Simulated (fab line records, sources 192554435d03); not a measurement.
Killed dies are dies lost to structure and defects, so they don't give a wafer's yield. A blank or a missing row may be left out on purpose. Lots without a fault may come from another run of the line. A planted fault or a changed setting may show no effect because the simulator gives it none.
Chamber matching | flow n5_finfet | N5_BEOL_M6_VIA_ETCH_34 on rie_diel-01: 4 sister chambers
The step etches SiCOH lowk in C4F6/O2, target depth 126.3 nm, time 50.9 s. 8 wafers are shown with their chamber, then 10 later ones without.

WAFERS WITH THEIR CHAMBER
wafer  | chamber | showerhead_plenum_p_Torr (Torr) | rf_vpp_V (V)
L077.1 | 2       | 2.85                            | 678
L085.2 | 0       | 2.76                            | 644
L085.4 | 1       | 3.01                            | 670
L086.1 | 2       | 2.85                            | 679
L086.2 | 3       | 2.75                            | 681
L086.3 | 1       | 3.01                            | 670
L089.3 | 0       | 2.76                            | 644
L089.4 | 3       | 2.74                            | 681

WAFERS WITHOUT THEIR CHAMBER
wafer  | showerhead_plenum_p_Torr (Torr) | rf_vpp_V (V)
L089.6 | 2.74                            | 681
L090.2 | 2.74                            | 681
L090.4 | 3.01                            | 669
L090.6 | 3.01                            | 671
L095.2 | 3.00                            | 669
L095.3 | 2.75                            | 644
L095.5 | 2.74                            | 680
L097.2 | 2.74                            | 681
L097.3 | 2.84                            | 679
L097.5 | 2.75                            | 642

WHICH CHAMBER EACH WENT THROUGH
wafer  | from the rows above | in truth
L089.6 | 3                   | 3
L090.2 | 3                   | 3
L090.4 | 1                   | 1
L090.6 | 1                   | 1
L095.2 | 1                   | 1
L095.3 | 0                   | 0
L095.5 | 3                   | 3
L097.2 | 3                   | 3
L097.3 | 2                   | 2
L097.5 | 0                   | 0
Placed correctly: 10 of 10. Can't be placed from these rows: 0. Placed wrongly: 0.
How it was worked out, from the rows above alone: a wafer's distance from a chamber is the root of the sum, over the readings, of the square of ((its reading less the chamber's mean) divided by the reading's scatter). The wafer belongs to the nearest chamber; if the next one is less than 2 further off, it can't be placed. A chamber's mean is the mean of its shown wafers. The scatter: the root of (the sum of the squares of (reading less its chamber's mean) over the shown wafers, divided by (wafers less chambers)).
